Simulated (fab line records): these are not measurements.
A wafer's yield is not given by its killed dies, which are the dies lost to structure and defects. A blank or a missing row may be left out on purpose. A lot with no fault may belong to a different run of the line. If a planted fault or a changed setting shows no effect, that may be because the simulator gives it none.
A struck lot beside a sound one || flow n5_finfet || 15 steps out of a route of 1938
Sound: these wafers, L963.1, L963.3, L963.4. Struck: wafer L975.4. (L975.2 of the same lot was not struck and is left out.) The cause comes at the end.
Per side, at each step with rows, come the tool, then ch with its chambers, and then its first start. Under that, the readings that differ: sound wafers || struck wafers || difference of the means || sigmas: that difference in standard deviations of wafers without a fault.
alike: a reading whose means differ by less than 2 such deviations, as well as words and numbers matching on both sides. not compared: withheld readings; readings where some wafer has no value; bounds like >300 that might hide an equal value; numbers whose values overlap and for which the record gives no deviation.
Wherever a step has rows on one side only, a row that says differs or no value, or a row with sigmas, the two part there. Non-overlapping numbers with no deviation appear without sigmas and do not part them. A reading that every wafer of one side lacks parts them only if that side has two wafers or more.

first, 7 steps without rows for these wafers: N5_MIM_BOT_LITHO_COAT_02; N5_MIM_BOT_LITHO_EBR_04; N5_MIM_BOT_LITHO_SOFTBAKE_03 (time 90 s); N5_MIM_BOT_LITHO_EXPOSE_05 (exposes mask MIM BOT); N5_MIM_BOT_LITHO_PEB_06; N5_MIM_BOT_LITHO_DEVELOP_07 (develop time 60 s); N5_MIM_BOT_LITHO_HARDBAKE_09 (time 120 s).
N5_MIM_BOT_LITHO_CD_MEAS_08: the cd target is 3000 nm.
  sound on cd_sem-02 ch 0, day 13 00:09; struck on cd_sem-02 ch 0, day 16 02:00
  alike: cd_nm
N5_MIM_BOT_LITHO_OVL_MEAS_11:
  sound on overlay-02 ch 0, day 13 00:11; struck on overlay-01 ch 0, day 16 02:02
  alike: MIM_BOT_OVL
N5_MIM_BOT_LITHO_INSPECT_12: inspects for defects (macro).
  struck on defect_inspect-02, day 16 02:03; sound on defect_inspect-01, day 13 00:12
  alike: raw_defect_count
N5_MIM_BOT_LITHO_DESCUM_10: chemistry O2, time 7.9 s.
  sound on rie_diel-05 ch 0,1,3, day 13 00:50; struck on rie_diel-06 ch 0, day 16 02:19
  alike: drypump_motor_current_A, o2_flow_sccm, oes_product_au, rf_fwd_power_W, rf_vpp_V, showerhead_plenum_p_Torr, temp_c, throttle_valve_pct
  not compared: rf_hours_counter_h
N5_MIM_BOT_ETCH_ETCH_04: etches SiNx in CF4/O2, target depth 26 nm, time 13 s.
  sound on rie_diel-05 ch 0,1,3, day 13 00:55; struck on rie_diel-06 ch 0, day 16 02:23
{"reading": "rf_vpp_V (V)", "sound": "245 241 232", "struck": 231, "difference": -8, "sigmas": -2}
  alike: drypump_motor_current_A, oes_f_703_au, oes_product_au, rf_fwd_power_W, showerhead_plenum_p_Torr, throttle_valve_pct
  not compared: rf_hours_counter_h
N5_MIM_BOT_ETCH_ETCH_03: etches the open film in Cl2/BCl3, target depth 12 nm.
  sound on rie_metal-01 ch 0,1, day 13 01:00; struck on rie_metal-03 ch 1, day 16 02:29
{"reading": "model.etch.depth_nm (nm)", "sound": "11.65 11.8 11.69", "struck": 8.028, "difference": -3.685, "sigmas": ""}
{"reading": "model.MIM_BOT_ETCH.cd_offset_nm (nm)", "sound": "0 0 0.2", "struck": 1.4, "difference": "+1.3", "sigmas": ""}
  alike: drypump_motor_current_A, he_backside_leak_sccm, oes_product_au, rf_fwd_power_W, throttle_valve_pct
  not compared: rf_hours_counter_h
N5_MIM_BOT_ETCH_ETCH_00: etches TiN in Cl2/BCl3, target depth 45.5 nm.
  sound on rie_metal-01 ch 0,1, day 13 01:05; struck on rie_metal-03 ch 1, day 16 02:34
{"reading": "rf_fwd_power_W (W)", "sound": "987 986 993", "struck": 996, "difference": "+7", "sigmas": "+2"}
{"reading": "model.MIM_BOT_ETCH.cd_offset_nm (nm)", "sound": "0.2 0.2 0.4", "struck": 1.4, "difference": "+1.1", "sigmas": ""}
  alike: drypump_motor_current_A, he_backside_leak_sccm, oes_product_au, throttle_valve_pct
  not compared: rf_hours_counter_h
N5_MIM_BOT_ETCH_STRIP_01: strips in O2.
  sound on rie_diel-06 ch 0,2,3, day 13 01:14; struck on rie_diel-06 ch 2, day 16 02:43
  alike: drypump_motor_current_A, o2_flow_sccm, oes_product_au, rf_vpp_V, showerhead_plenum_p_Torr, temp_c, throttle_valve_pct
  not compared: rf_hours_counter_h

WHERE THEY PART
Earliest at N5_MIM_BOT_ETCH_ETCH_04; latest, in this record, at N5_MIM_BOT_ETCH_ETCH_00. Later steps at which nothing parts them and some readings are alike: N5_MIM_BOT_ETCH_STRIP_01.

WHY: whatever the simulator had introduced
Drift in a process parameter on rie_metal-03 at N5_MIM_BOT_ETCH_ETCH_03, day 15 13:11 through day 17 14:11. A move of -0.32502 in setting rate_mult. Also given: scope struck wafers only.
